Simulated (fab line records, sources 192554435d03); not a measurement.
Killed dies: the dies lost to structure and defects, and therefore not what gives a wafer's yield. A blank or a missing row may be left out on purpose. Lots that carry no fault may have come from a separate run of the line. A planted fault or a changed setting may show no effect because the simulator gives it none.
fab line records	flow n5_finfet
[record] lots = 5	wafers = 15	last_day = 20
route steps=1938 shown BEOL_M2@877 BEOL_M4@1111
lots that met no fault: from a run of the same line without faults
start_h: hours from the record's opening day to when the first of the lot's shown wafers began	wait_h: how many hours have passed since the lot's step before this one	" unchanged from the row above	L1.1+2: a single row standing in for several wafers	- no value present, or no start provided	* or withheld: withheld	< > ~ a bound
route shown NAME@n: names a module that has steps shown in the file, with the first one's number in the route	usual: mean and standard deviation over wafers with no fault	same: alike in all rows	chamber/n: place in a boat	sites: readings site by site	_std_site: standard deviation across them	_edge_site: the outer-site mean with the inner-site mean subtracted	radius_mm: for every site, how far away it sits from the centre of the wafer	mask NAME#n: copy n	behind: the most recent tool/chamber to have shaped the wafer	hold: the reason the lot was held/the length of the hold in hours/how it ended	device: which transistor (n, p or np) failed to switch	end of line: the route-end tests of the same wafers	for a step that has no rows: nothing shown but its recipe	killed: count of dies lost to structure and defects at first sort (not the wafer's yield)	map: shows each die of a wafer: x if killed, . if not, _ if none is there
set.NAME: the setting the step ran with; set.NAME@STEP: the setting that earlier step ran with	model.NAME: the simulator's own value behind a step, which no gauge read
certain route steps with their lots: each step a table, each wafer a row
services: when a tool's chamber went out of use (start_h, in hours from the record's first day, below 0 if earlier), for how many hours, and the reason
[[steps]]
[step N5_BEOL_M2_OVL_MEAS_29]
[recipe] points_per_wafer = 522
[usual] V1_OVL = -0.5/0.85
lot.wafer	tool	chamber	start_h	wait_h	V1_OVL[nm]
L163.3	overlay-01	0	152.12	0.0	-0.6
L163.5	"	0	"	"	-0.4
L163.6	"	0	"	"	-0.4
L165.2	overlay-02	0	160.37	0.0	-0.2
L165.3	"	0	"	"	-0.5
L165.5	"	0	"	"	-0.6
L176.1	overlay-01	0	238.43	0.0	-0.5
L176.4	"	0	"	"	-2.2
L176.6	"	0	"	"	-1.0
L181.4	overlay-01	0	275.03	0.0	-1.7
L181.5	"	0	"	"	-0.3
L181.6	"	0	"	"	-1.6
L183.1	overlay-01	0	287.29	0.0	-0.4
L183.4	"	0	"	"	-0.1
L183.5	"	0	"	"	0.3
[step N5_BEOL_M2_INSPECT_30]
[recipe] mode = adi	inspect_instrument = brightfield
[usual] raw_defect_count = 395/90
lot.wafer	tool	chamber	start_h	wait_h	raw_defect_count
L163.3	defect_inspect-01	-	152.17	0.0	540
L163.5	"	-	"	"	467
L163.6	"	-	"	"	396
L165.2	defect_inspect-01	-	160.42	0.0	403
L165.3	"	-	"	"	556
L165.5	"	-	"	"	575
L176.1	defect_inspect-01	-	238.49	0.1	303
L176.4	"	-	"	"	347
L176.6	"	-	"	"	459
L181.4	defect_inspect-01	-	275.07	0.0	420
L181.5	"	-	"	"	554
L181.6	"	-	"	"	398
L183.1	defect_inspect-01	-	287.35	0.1	438
L183.4	"	-	"	"	345
L183.5	"	-	"	"	445
[step N5_BEOL_M2_DESCUM_33]
[recipe] chemistry = O2	time_s = 7	source_power_w = 50	bias_power_w = 20	pressure_mtorr = 20	rf_frequency_hz = 2.712e+07	temp_c = 40	resist = CAR-EUV	o2_flow_sccm = 225
[step N5_BEOL_M2_ETCH_77]
[recipe] chemistry = N2/H2	target = underlayer	target_depth_a = 65	mask_material = CAR-EUV	time_s = 5.2	ion_energy_ev = 200	pressure_mtorr = 30	source_w = 840	bias_w = 150	n2_flow_sccm = 200	h2_flow_sccm = 200	ends = cleared
[step N5_BEOL_M2_ETCH_69]
[recipe] chemistry = CF4	target = SiARC	target_depth_a = 156	mask_material = CAR-EUV	time_s = 26	ion_energy_ev = 80	pressure_mtorr = 40	source_w = 545	bias_w = 36	Ar_flow_sccm = 100	cf4_flow_sccm = 100	ends = cleared
[usual] drypump_motor_current_A = 5.9/0.43	etch_rf_on_time_s = 26.1/0.31	mfc_ar_sccm = 99.99/0.3	oes_product_au = 0.67/0.069	rf_vpp_V = 184.2/1	showerhead_plenum_p_Torr = 2.15/0.055	throttle_valve_pct = 15.71/0.2
lot.wafer	tool	chamber	start_h	wait_h	drypump_motor_current_A	etch_rf_on_time_s	mfc_ar_sccm	oes_product_au	rf_hours_counter_h	rf_vpp_V	showerhead_plenum_p_Torr	throttle_valve_pct
L163.3	rie_diel-04	0	152.25	0.0	6.2	26.2	99.76	0.58	248	186.0	2.19	15.79
L163.5	"	2	"	"	5.6	26.2	100.11	0.61	-	184.2	2.14	15.90
L163.6	"	3	"	"	5.5	25.4	99.84	0.82	-	185.4	2.20	15.43
L165.2	rie_diel-04	0	160.51	0.0	6.2	26.7	100.17	0.57	251	185.1	2.19	15.82
L165.3	"	1	"	"	6.2	26.0	99.78	0.58	252	184.7	2.11	15.84
L165.5	"	3	"	"	5.5	25.6	100.20	0.80	-	183.9	2.20	15.43
L176.1	rie_diel-04	1	238.74	0.0	6.2	25.7	99.56	0.81	9	183.1	2.10	15.33
L176.4	"	3	"	"	5.5	25.6	99.77	0.76	40	184.1	2.19	15.50
L176.6	"	3	"	"	5.5	25.7	100.21	0.76	-	183.5	2.19	15.49
L181.4	rie_diel-01	3	275.15	0.0	5.2	25.5	100.10	0.63	164	183.7	2.13	15.92
L181.5	"	0	"	"	6.5	26.2	99.95	0.70	-	183.8	2.08	15.55
L181.6	"	1	"	"	5.6	26.2	99.89	0.62	-	185.5	2.12	15.86
L183.1	rie_diel-05	1	287.44	0.0	6.6	26.3	100.13	0.64	174	184.2	2.13	15.54
L183.4	"	3	"	"	6.0	25.7	100.37	0.67	127	183.3	2.06	15.84
L183.5	"	2	"	"	6.1	26.3	100.18	0.60	-	185.0	2.19	15.99
[step N5_BEOL_M2_ALD_98]
[recipe] material = SiO2	target_thk_a = 25	temp_c = 100	ald_precursor_family = BDEAS	ald_co_reactant = O2-plasma	pulse_time_s = 1	co_reactant_pulse_time_s = 1	purge_time_s = 2	co_reactant_purge_time_s = 2	ald_cycles = 17	pressure_torr = 2
[step N5_BEOL_M2_ETCHBACK_99]
[recipe] chemistry = CHF3	target = SiO2	target_depth_a = 50	time_s = 10.4	source_w = 215	bias_w = 47	Ar_flow_sccm = 200	CHF3_flow_sccm = 12	ion_energy_ev = 100	pressure_mtorr = 30
[usual] drypump_motor_current_A = 5.8/0.51	mfc_ar_sccm = 200.1/0.52	oes_f_703_au = 0.80/0.075	oes_product_au = 0.80/0.082	rf_vpp_V = 241.1/2.7	showerhead_plenum_p_Torr = 2.16/0.047	throttle_valve_pct = 17.13/0.22
lot.wafer	tool	chamber	start_h	wait_h	drypump_motor_current_A	mfc_ar_sccm	oes_f_703_au	oes_product_au	rf_hours_counter_h	rf_vpp_V	showerhead_plenum_p_Torr	throttle_valve_pct
L163.3	rie_diel-05	1	159.34	6.8	6.6	199.7	0.78	0.77	135	238.4	2.16	16.91
L163.5	"	1	"	"	6.6	199.8	0.78	0.78	-	239.3	2.16	16.94
L163.6	"	3	"	"	6.0	199.7	0.84	0.82	-	238.7	2.09	17.25
L165.2	rie_diel-01	3	164.72	4.1	5.2	199.9	0.79	0.77	121	236.2	2.16	17.33
L165.3	"	0	"	"	6.5	199.7	0.86	0.86	48	242.1	2.11	16.99
L165.5	"	3	"	"	5.2	199.2	0.79	0.78	-	236.7	2.16	17.33
L176.1	rie_diel-01	1	246.96	8.1	5.6	200.0	0.74	0.74	196	240.2	2.14	17.29
L176.4	"	2	"	"	5.0	200.3	0.94	0.96	9	247.9	2.21	16.69
L176.6	"	2	"	"	5.0	199.6	0.94	0.97	-	247.5	2.21	16.69
L181.4	rie_diel-05	2	286.10	10.8	6.0	199.2	0.71	0.70	231	241.7	2.21	17.42
L181.5	"	1	"	"	6.6	200.1	0.75	0.74	-	238.2	2.15	17.00
L181.6	"	2	"	"	6.0	199.8	0.71	0.70	-	242.3	2.21	17.45
L183.1	rie_diel-05	1	307.60	20.0	6.6	200.7	0.74	0.74	180	238.5	2.14	17.02
L183.4	"	3	"	"	5.9	200.6	0.78	0.78	133	239.8	2.07	17.34
L183.5	"	0	"	"	5.7	200.3	0.77	0.78	-	242.0	2.26	17.22
[step N5_BEOL_M2_ETCH_70]
[recipe] chemistry = N2/H2	target = SOC	target_depth_a = 800	overetch_a = 240	mask_material = SiARC	temp_c = 40	time_s = 130	ion_energy_ev = 200	pressure_mtorr = 30	source_w = 840	bias_w = 150	n2_flow_sccm = 200	h2_flow_sccm = 200
[usual] drypump_motor_current_A = 5.8/0.51	oes_product_au = 0.59/0.057	rf_vpp_V = 524.1/1.8	showerhead_plenum_p_Torr = 2.55/0.058	throttle_valve_pct = 17.87/0.24
lot.wafer	tool	chamber	start_h	wait_h	drypump_motor_current_A	oes_product_au	rf_hours_counter_h	rf_vpp_V	showerhead_plenum_p_Torr	throttle_valve_pct
L163.3	rie_diel-05	1	159.37	0.0	6.6	0.57	135	521.9	2.56	17.77
L163.5	"	1	"	"	6.6	0.58	-	523.9	2.55	17.77
L163.6	"	3	"	"	5.9	0.61	-	521.6	2.46	17.90
L165.2	rie_diel-01	3	164.75	0.0	5.2	0.57	121	524.5	2.57	18.11
L165.3	"	0	"	"	6.5	0.64	48	522.9	2.49	17.72
L165.5	"	3	"	"	5.2	0.57	-	524.7	2.57	18.11
L176.1	rie_diel-01	1	246.99	0.0	5.7	0.54	196	522.4	2.52	18.08
L176.4	"	2	"	"	5.0	0.69	9	525.1	2.59	17.33
L176.6	"	2	"	"	5.0	0.70	-	526.5	2.59	17.31
L181.4	rie_diel-05	2	286.14	0.0	6.1	0.52	231	525.6	2.61	18.16
L181.5	"	1	"	"	6.6	0.55	-	524.9	2.54	17.84
L181.6	"	2	"	"	6.1	0.52	-	526.4	2.62	18.16
L183.1	rie_diel-05	1	307.63	0.0	6.6	0.55	180	523.3	2.54	17.82
L183.4	"	3	"	"	6.0	0.57	133	522.3	2.44	17.98
L183.5	"	0	"	"	5.7	0.58	-	527.3	2.67	18.03
[step N5_BEOL_M2_STRIP_71]
[recipe] chemistry = N2/H2	temp_c = 40	n2_flow_sccm = 200	h2_flow_sccm = 200	rf_frequency_hz = 6e+07
[step N5_BEOL_M2_STRIP_78]
[recipe] chemistry = N2/H2	temp_c = 40	n2_flow_sccm = 200	h2_flow_sccm = 200	rf_frequency_hz = 6e+07
[step N5_BEOL_M2_VIA_ETCH_34]
[recipe] chemistry = C4F6/O2	target_depth_a = 694	mask_material = SOC	pressure_mtorr = 15	ion_energy_ev = 250	taper_deg = 4	time_s = 65.9	source_w = 350	bias_w = 170	Ar_flow_sccm = 300	C4F6_flow_sccm = 10	O2_flow_sccm = 10
[usual] drypump_motor_current_A = 5.8/0.5	mfc_ar_sccm = 300.0/1	oes_f_703_au = 0.80/0.072	oes_product_au = 0.80/0.081	rf_vpp_V = 666/7	showerhead_plenum_p_Torr = 2.85/0.06	throttle_valve_pct = 30.85/0.21
lot.wafer	tool	chamber	start_h	wait_h	drypump_motor_current_A	mfc_ar_sccm	oes_f_703_au	oes_product_au	rf_hours_counter_h	rf_vpp_V	showerhead_plenum_p_Torr	throttle_valve_pct
L163.3	rie_diel-05	1	159.48	0.0	6.6	301.1	0.78	0.79	135	659	2.85	30.61
L163.5	"	1	"	"	6.6	300.5	0.78	0.78	-	660	2.85	30.60
L163.6	"	3	"	"	6.0	299.1	0.84	0.83	-	662	2.76	30.94
L165.2	rie_diel-01	3	164.86	0.0	5.2	299.5	0.79	0.77	121	655	2.85	31.08
L165.3	"	0	"	"	6.5	302.4	0.85	0.87	48	671	2.79	30.75
L165.5	"	3	"	"	5.2	299.8	0.79	0.78	-	657	2.85	31.09
L176.1	rie_diel-01	1	247.10	0.0	5.7	300.5	0.74	0.74	196	662	2.82	30.97
L176.4	"	2	"	"	5.0	300.7	0.94	0.96	9	679	2.91	30.41
L176.6	"	2	"	"	5.0	300.4	0.93	0.95	-	681	2.91	30.40
L181.4	rie_diel-05	2	286.25	0.0	6.1	299.3	0.72	0.70	231	665	2.91	30.96
L181.5	"	1	"	"	6.6	298.7	0.74	0.75	-	659	2.83	30.66
L181.6	"	2	"	"	6.1	300.2	0.72	0.70	-	666	2.91	30.97
L183.1	rie_diel-05	1	307.74	0.0	6.6	299.5	0.75	0.74	180	659	2.83	30.66
L183.4	"	3	"	"	5.9	298.8	0.78	0.76	133	662	2.74	30.99
L183.5	"	0	"	"	5.7	299.7	0.76	0.77	-	670	2.98	30.98
[step N5_BEOL_M2_STRIP_83]
[recipe] chemistry = C4F6/O2	resist = SiARC	rf_frequency_hz = 6e+07
[step N5_BEOL_M2_STRIP_36]
[recipe] chemistry = N2/H2	power_w = 450	temp_c = 40	pressure_mtorr = 20	rf_frequency_hz = 6e+07	overash_fraction = 0.3	bias_power_w = 7	h2_frac = 0.5	n2_flow_sccm = 200	h2_flow_sccm = 200
[usual] chamber_pressure_mTorr = 20.00/0.031	drypump_motor_current_A = 5.8/0.51	oes_product_au = 0.81/0.083	rf_vpp_V = 59.0/1.4	showerhead_plenum_p_Torr = 2.55/0.058	throttle_valve_pct = 23.73/0.26
[same] overash_fraction = 0.3
lot.wafer	tool	chamber	start_h	wait_h	chamber_pressure_mTorr	drypump_motor_current_A	oes_product_au	rf_hours_counter_h	rf_vpp_V	showerhead_plenum_p_Torr	throttle_valve_pct
L163.3	rie_diel-05	1	159.54	0.0	19.96	6.6	0.78	135	59.6	2.55	23.65
L163.5	"	1	"	"	20.01	6.6	0.78	-	58.9	2.55	23.68
L163.6	"	3	"	"	19.96	5.9	0.83	-	59.6	2.45	23.63
L165.2	rie_diel-01	3	164.92	0.0	19.97	5.2	0.76	121	58.4	2.56	23.97
L165.3	"	0	"	"	19.99	6.5	0.88	48	57.8	2.48	23.58
L165.5	"	3	"	"	20.00	5.2	0.77	-	57.9	2.56	23.95
L176.1	rie_diel-01	1	247.16	0.0	19.99	5.7	0.74	196	63.2	2.52	23.99
L176.4	"	2	"	"	14.03	5.0	0.95	9	60.7	2.59	23.07
L176.6	"	2	"	"	14.01	5.0	0.96	-	59.6	2.59	23.06
L181.4	rie_diel-05	2	286.31	0.0	20.00	6.1	0.70	231	60.2	2.61	23.85
L181.5	"	1	"	"	20.03	6.6	0.75	-	59.9	2.53	23.73
L181.6	"	2	"	"	19.97	6.1	0.70	-	60.8	2.61	23.89
L183.1	rie_diel-05	1	307.80	0.0	20.02	6.6	0.75	180	56.5	2.53	23.72
L183.4	"	3	"	"	19.96	6.0	0.77	133	58.8	2.43	23.76
L183.5	"	0	"	"	20.03	5.7	0.78	-	59.7	2.67	23.94
[step N5_BEOL_M2_TRENCH_ETCH_37]
[recipe] chemistry = C4F6/O2	target_depth_a = 555.55	target = SiOC	time_s = 29.2	ion_energy_ev = 250	pressure_mtorr = 30	source_w = 355	bias_w = 185	Ar_flow_sccm = 300	C4F6_flow_sccm = 10	O2_flow_sccm = 10
[usual] drypump_motor_current_A = 5.8/0.51	mfc_ar_sccm = 300.1/0.85	oes_f_703_au = 0.80/0.072	oes_product_au = 0.80/0.082	rf_vpp_V = 666/7.3	showerhead_plenum_p_Torr = 2.86/0.06	throttle_valve_pct = 20.93/0.21
lot.wafer	tool	chamber	start_h	wait_h	drypump_motor_current_A	mfc_ar_sccm	oes_f_703_au	oes_product_au	rf_hours_counter_h	rf_vpp_V	showerhead_plenum_p_Torr	throttle_valve_pct
L163.3	rie_diel-05	1	-	-	6.6	299.4	0.78	0.78	135	659	2.86	20.72
L163.5	"	1	"	"	6.6	300.6	0.78	0.79	-	659	2.86	20.71
L163.6	"	3	"	"	6.0	300.5	0.84	0.83	-	663	2.77	21.04
L165.2	rie_diel-01	3	-	-	5.2	300.5	0.79	0.77	121	655	2.86	21.15
L165.3	"	0	"	"	6.5	299.9	0.85	0.87	48	671	2.79	20.82
L165.5	"	3	"	"	5.2	301.2	0.79	0.77	-	656	2.86	21.12
L176.1	rie_diel-01	1	-	-	5.7	299.1	0.73	0.72	196	661	2.83	21.08
L176.4	"	2	"	"	5.0	299.6	0.92	0.96	9	682	2.92	20.50
L176.6	"	2	"	"	5.0	300.1	0.94	0.96	-	682	2.92	20.52
L181.4	rie_diel-05	2	-	-	6.0	300.9	0.71	0.70	231	665	2.92	21.19
L181.5	"	1	"	"	6.6	300.9	0.75	0.75	-	658	2.84	20.75
L181.6	"	2	"	"	6.1	299.9	0.71	0.70	-	667	2.92	21.19
L183.1	rie_diel-05	1	-	-	6.6	298.2	0.75	0.74	180	658	2.84	20.79
L183.4	"	3	"	"	6.0	299.5	0.78	0.78	133	660	2.75	21.12
L183.5	"	0	"	"	5.7	301.3	0.77	0.77	-	670	2.98	21.03
[step N5_BEOL_M4_RC_MEAS_101]
[usual] DIBL_N = 36.6/1.3	DIBL_P = 36.4/1.4	IOFF_N = 0.167/0.023	IOFF_P = 0.219/0.029	ION_N = 678/8.7	ION_P = 464/6.4	SS_N = 71.5/0.53	SS_P = 73.4/0.57	VT_N = 248.5/2.8	VT_P = -249/3.1
lot.wafer	tool	chamber	start_h	wait_h	DIBL_N[mV/V]	DIBL_P[mV/V]	IOFF_N[nA/um]	IOFF_P[nA/um]	ION_N[uA/um]	ION_P[uA/um]	SS_N[mV/dec]	SS_P[mV/dec]	VT_N[mV]	VT_P[mV]
L163.3	prober-02	0	196.53	0.3	35.5	35.3	0.147	0.207	677	467	70.4	73.4	250.7	-252
L163.5	"	0	"	"	36.6	35.2	0.159	0.198	677	464	71.5	73.2	251.4	-249
L163.6	"	0	"	"	34.8	33.9	0.130	0.189	663	459	71.2	73.2	253.6	-248
L165.2	prober-02	0	203.08	0.2	37.2	35.2	0.158	0.218	688	472	71.2	73.6	247.7	-249
L165.3	"	0	"	"	38.1	36.9	0.185	0.259	693	478	72.0	73.5	244.5	-246
L165.5	"	0	"	"	35.7	33.5	0.136	0.190	685	467	71.4	71.7	249.4	-250
L176.1	prober-02	0	296.68	0.0	37.5	37.2	0.187	0.261	679	465	72.4	73.6	246.6	-245
L176.4	"	0	"	"	36.0	35.6	0.158	0.239	674	468	71.2	73.8	250.5	-246
L176.6	"	0	"	"	38.3	37.8	0.201	0.270	672	463	71.8	74.3	247.1	-246
L181.4	prober-01	0	334.99	0.5	36.9	35.3	0.148	0.176	676	458	71.3	73.2	249.4	-254
L181.5	"	0	"	"	37.7	36.3	0.158	0.191	680	457	71.2	73.0	250.6	-251
L181.6	"	0	"	"	37.2	35.9	0.148	0.179	669	458	71.5	73.4	251.7	-255
L183.1	prober-01	0	358.31	0.0	37.9	37.2	0.210	0.253	697	470	72.1	74.1	243.8	-247
L183.4	"	0	"	"	37.9	37.4	0.201	0.252	692	464	71.6	73.8	245.1	-249
L183.5	"	0	"	"	38.7	38.6	0.219	0.272	696	470	71.8	74.6	242.8	-247
[[services]]
tool	chamber	start_h	hours	kind
rie_diel-05	-	132.88	14.6	pm
rie_diel-04	0	160.67	-	clean
rie_diel-04	0	160.67	-	consumable_replace:focus_ring
rie_diel-04	0	160.67	25.2	scheduled_down
rie_diel-04	0	160.67	25.2	vent_cycle
rie_diel-05	1	173.90	8.8	repair
rie_diel-04	1	176.16	8.1	repair
rie_diel-01	0	182.28	1.9	repair
rie_diel-04	1	185.89	-	clean
rie_diel-04	1	185.89	-	consumable_replace:focus_ring
rie_diel-04	1	185.89	27.9	scheduled_down
rie_diel-04	1	185.89	27.9	vent_cycle
rie_diel-01	2	190.80	1.6	repair
rie_diel-01	2	204.69	-	clean
rie_diel-01	2	204.69	-	consumable_replace:focus_ring
rie_diel-01	2	204.69	23.2	scheduled_down
rie_diel-01	2	204.69	23.2	vent_cycle
rie_diel-04	0	214.62	7.9	repair
rie_diel-05	-	236.95	2.4	repair
rie_diel-04	2	287.32	7.5	repair
[[key]]
[first_sign] step = N5_BEOL_M2_STRIP_36	reading = chamber_pressure_mTorr	direction = down	sigmas = 99+	usual = *	struck = *
effect none on later readings
met_at N5_BEOL_M2_STRIP_36
struck_wafers L176.4,L176.6
[fault] kind = process_parameter_drift	tool = rie_diel-01	chamber = 2	onset_h = 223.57	steps = N5_BEOL_M2_STRIP_36	channel = pressure_mtorr	offset = *	shape = step	end_h = 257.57	acts_in = *	stated = *
